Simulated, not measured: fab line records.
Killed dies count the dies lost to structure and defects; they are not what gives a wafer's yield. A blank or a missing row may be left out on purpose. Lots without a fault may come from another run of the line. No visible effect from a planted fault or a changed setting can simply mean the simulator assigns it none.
Struck lot and sound lot, side by side    flow nandHarc    13 out of 1302 route steps
Sound: the wafers L209.1, L209.3, L209.5. Struck: wafer L217.3. (L217.2 of the same lot was not struck and is left out.) The cause comes at the end.
At each step with rows: each side's tool, then ch and its chambers, then its first start. Under that, the readings that differ: sound wafers    struck wafers    difference of the means    sigmas: that difference in standard deviations of wafers without a fault.
alike: readings whose means differ by less than 2 such deviations, and words and numbers that are the same on both sides. not compared: withheld readings, readings that some wafer has no value for, bounds like >300 that may hide the same value, and numbers for which the record gives no deviation and whose values overlap.
Wherever a step has rows on one side only, a row that says differs or no value, or a row with sigmas, the two part there. When numbers do not overlap yet have no deviation, they are printed without sigmas and do not part them. Lack of a reading on every wafer of one side parts them only where that side has two or more wafers.

NHARC_A_WL_FILL_ALD_02: deposits TiN, target thk 2 nm, pulse time 3 s, ald cycles 100.
  sound on aldMetal-03 ch 1,3, day 24 01:40; struck on aldMetal-04 ch 3, day 26 13:15
  alike: heaterPowerW, precursorPulseHeightRel
NHARC_A_WL_FILL_CVD_03: deposits W, target thk 40 nm, time 279 s.
  sound on cvdW-02 ch 0,1, day 24 02:07; struck on cvdW-02 ch 1, day 26 13:41
  alike: heaterPowerW, throttleValvePct
NHARC_A_WL_FILL_ETCHBACK_04: etches the open film in NF3, target depth 60 nm, time 120 s.
  sound on rieMetal-02 ch 0, day 24 02:31; struck on rieMetal-02 ch 1, day 26 14:04
reading         sound              struck  difference  sigmas
runLengthS (s)  141.0 140.5 140.7  141.5   +0.8        +2
  alike: drypumpMotorCurrentA, oesProductAu
  not compared: rfHoursCounterH
then, 1 step without rows for these wafers: NHARC_A_WL_FILL_ETCHBACK_05 (etches the open film in Cl2/BCl3, target depth 22 nm, time 60 s).
NHARC_A_WL_FILL_STRIP_27: strips in N2/H2, time 20 s.
  sound on plasmaAsher-01 ch 0,1, day 24 02:53; struck on plasmaAsher-02 ch 1, day 26 14:27
reading           sound        struck  difference  sigmas
heaterPowerW (W)  272 277 279  343     +67         +2
  alike: drypumpMotorCurrentA
  not compared: rfHoursCounterH
then, 5 steps without rows for these wafers: NHARC_A_WL_FILL_STRIP_28 (strips in post etch residue remover, time 1200 s); NHARC_A_WL_FILL_PRECLEAN_06 (cleans in DIW, time 300 s); NHARC_A_WL_FILL_SRD_07; NHARC_A_WL_FILL_ANNEAL_08 (time 1800 s); NHARC_A_WL_FILL_ALD_10 (deposits SiO2, target thk 50 nm, pulse time 10 s, ald cycles 500).
NHARC_A_WL_FILL_ETCHBACK_16: etches the open film in C4F8/O2/Ar, target depth 120 nm, time 24 s.
  sound on rieDiel-08 ch 1,2, day 24 12:22; struck on rieDiel-08 ch 1, day 26 22:55
reading         sound           struck  difference  sigmas
runLengthS (s)  45.2 44.7 45.6  30.3    -14.9       -39
  alike: oesProductAu, rfVppV
  not compared: rfHoursCounterH
NHARC_A_WL_FILL_STRIP_29: strips in O2, time 20 s.
  sound on rieDiel-08 ch 0,1,2, day 24 12:28; struck on rieDiel-08 ch 0, day 26 23:01
  alike: drypumpMotorCurrentA, oesProductAu, rfVppV, showerheadPlenumPTorr, throttleValvePct
  not compared: rfHoursCounterH
-- record jumps: 4 days between struck wafers' starts before vs after; left off in module A_WL_FILL, resumes in module END, first step shown is number 1302 of the route --
NHARC_END_SORT_01:
  here the record holds rows for the struck wafers (prober-02 ch 0, day 30 11:15) but none for the sound ones

== WHERE THEY PART ==
Last at NHARC_END_SORT_01 as far as this record goes, first at NHARC_A_WL_FILL_ETCHBACK_04.

WHY: whatever the simulator had introduced
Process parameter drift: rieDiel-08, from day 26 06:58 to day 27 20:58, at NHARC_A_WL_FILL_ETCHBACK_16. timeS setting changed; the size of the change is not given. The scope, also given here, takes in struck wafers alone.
